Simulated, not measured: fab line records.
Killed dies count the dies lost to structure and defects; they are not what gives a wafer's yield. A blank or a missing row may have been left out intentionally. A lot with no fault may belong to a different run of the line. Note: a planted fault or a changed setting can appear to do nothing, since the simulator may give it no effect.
What tool caused it? :: flow n5_finfet :: 18 wafers from 6 lots sampled at 2 of the route's 1938 steps

== WHAT THE GAUGES READ, wafer by wafer ==
N5_PASSIVATION_CD_MEAS_10 targets a cd of 3000 nm.
lot: L759
measured: day 14 18:13
on: cd_sem-03
cd_nm (nm): 3002.2 3000.0 3007.9

lot: L764
measured: day 15 05:34
on: cd_sem-03
cd_nm (nm): 3003.5 3003.9 3006.2

lot: L766
measured: day 16 09:03
on: cd_sem-02
cd_nm (nm): 3001.3 3004.1 3003.8

lot: L770
measured: day 17 08:28
on: cd_sem-03
cd_nm (nm): 3000.7 3004.9 3002.1

lot: L768
measured: day 18 04:55
on: cd_sem-03
cd_nm (nm): 2999.0 3001.7 3000.6

lot: L777
measured: day 21 02:21
on: cd_sem-03
cd_nm (nm): 2999.6 2999.2 3001.9

== TOOL THAT RAN EACH LOT (tool first, then ch and the chambers of the sampled wafers, then the start) ==
lot: L759
N5_BEOL_M3_ETCH_69: rie_diel-02 ch 2,3, day 8 14:53

lot: L764
N5_BEOL_M3_ETCH_69: rie_diel-03 ch 1,2, day 9 19:04

lot: L766
N5_BEOL_M3_ETCH_69: rie_diel-02 ch 1,3, day 10 09:40

lot: L770
N5_BEOL_M3_ETCH_69: rie_diel-03 ch 0,1, day 10 23:13

lot: L768
N5_BEOL_M3_ETCH_69: rie_diel-06 ch 2,3, day 11 06:59

lot: L777
N5_BEOL_M3_ETCH_69: rie_diel-06 ch 2,3, day 13 09:16
- N5_BEOL_M3_ETCH_69: etches SiARC in CF4, target depth 15.6 nm, time 26 s.

== THE ANSWER, worked out from the rows above alone ==
Rule: usual is defined by the lots themselves. Put in order of their means at a reading, lots are off if they are a third of the lots or fewer, leave a main group of 4 or more, and stand apart from it by a gap of 3 or more times the standard deviation of the main group's means; of several such gaps the widest counts. If all means in a main group match to the digits the tables above print for the reading, that group is not used. A lot without any number at a reading at which 4 lots or more have one is off too. The other lots that the step has rows for count as sound.
Nothing can be told from this: no lot is off at any reading shown.

== WHAT WAS PUT IN BY THE SIMULATOR ==
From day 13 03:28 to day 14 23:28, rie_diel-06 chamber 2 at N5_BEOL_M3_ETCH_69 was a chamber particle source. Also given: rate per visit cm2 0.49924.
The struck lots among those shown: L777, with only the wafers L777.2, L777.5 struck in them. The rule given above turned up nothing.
